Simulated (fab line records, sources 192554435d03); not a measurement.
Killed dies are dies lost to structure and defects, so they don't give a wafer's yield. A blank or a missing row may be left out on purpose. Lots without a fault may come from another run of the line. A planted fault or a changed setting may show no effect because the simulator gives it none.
Chamber matching | flow n5_finfet | N5_BEOL_M11_STRIP_19 on rie_diel-03: 4 sister chambers
The step strips in O2. 4 wafers are shown with their chamber, then 10 later ones without.

WAFERS WITH THEIR CHAMBER
wafer  | chamber | showerhead_plenum_p_Torr (Torr)
L086.2 | 1       | 2.09
L086.5 | 0       | 2.18
L087.3 | 3       | 2.18
L087.4 | 2       | 2.00

WAFERS WITHOUT THEIR CHAMBER
wafer  | showerhead_plenum_p_Torr (Torr)
L087.5 | 2.09
L094.1 | 2.09
L094.2 | 2.17
L094.3 | 1.99
L095.2 | 2.17
L095.3 | 2.08
L095.5 | 2.08
L096.2 | 1.99
L096.4 | 1.99
L096.5 | 2.08

WHICH CHAMBER EACH WENT THROUGH
wafer  | from the rows above     | in truth
L087.5 | 1                       | 1
L094.1 | 1                       | 1
L094.2 | can't be placed: 0 or 3 | 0
L094.3 | 2                       | 2
L095.2 | can't be placed: 0 or 3 | 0
L095.3 | 1                       | 1
L095.5 | 1                       | 1
L096.2 | 2                       | 2
L096.4 | 2                       | 2
L096.5 | 1                       | 1
Placed correctly: 8 of 10. Can't be placed from these rows: 2 (the true chamber is among the candidates in 2). Placed wrongly: 0.
How it was worked out, from the rows above alone: a wafer's distance from a chamber is the root of the sum, over the readings, of the square of ((its reading less the chamber's mean) divided by the reading's scatter). The wafer belongs to the nearest chamber; if the next one is less than 2 further off, it can't be placed. A chamber's mean is the mean of its shown wafers. The scatter: with one shown wafer a chamber, the root of the mean of the squares of how far each hidden wafer lies from its nearest shown one.
